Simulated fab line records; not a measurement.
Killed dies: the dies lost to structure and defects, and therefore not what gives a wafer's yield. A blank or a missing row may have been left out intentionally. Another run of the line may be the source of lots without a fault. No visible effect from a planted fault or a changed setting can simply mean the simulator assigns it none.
Which tool did it? -- flow n5Finfet -- at 1 step of a route of 1938, 12 lots with 36 wafers sampled

== WHAT EACH GAUGE READ, for each wafer ==
N5_BEOL_M7_THK_MEAS_53: measures by xrf.
lot,measured,on,M7_THK (nm)
L074,day 9 03:40,filmMetro-01,80.9 80.0 80.3
L077,day 9 12:04,filmMetro-01,78.4 77.6 77.8
L079,day 10 01:35,filmMetro-02,80.0 82.1 78.2
L081,day 10 22:44,filmMetro-02,81.6 80.2 81.9
L083,day 11 09:26,filmMetro-02,79.9 79.0 79.9
L085,day 12 04:31,filmMetro-02,81.6 80.8 80.9
L087,day 12 13:07,filmMetro-02,80.0 80.3 78.9
L089,day 12 23:20,filmMetro-01,76.7 77.5 79.1
L090,day 13 13:28,filmMetro-02,82.4 75.2 78.5
L093,day 14 09:11,filmMetro-02,81.7 79.9 82.5
L095,day 14 16:46,filmMetro-01,79.5 76.6 78.3
L097,day 15 13:52,filmMetro-02,78.8 79.9 80.5

== WHICH TOOL RAN EACH LOT (tool, then ch and the chambers of the sampled wafers, then the start) ==
No process step before these readings appears in the record.

== THE ANSWER, worked out from the rows above alone ==
Rule: the lots themselves supply what counts as usual. The widest of any qualifying gaps counts: lots, ordered by their means at a reading, are off when they make up no more than a third of the lots, leave a main group of 4 or more, and stand apart from it by 3 or more times the standard deviation of that group's means. Not used: any main group whose means are identical at the precision the tables above print for the reading. A lot without any number at a reading at which 4 lots or more have one is off too. Any other lot the step has rows for is counted as sound.
None of the lots is off at any reading shown; this tells nothing.

== WHAT THE SIMULATOR HAD INSERTED ==
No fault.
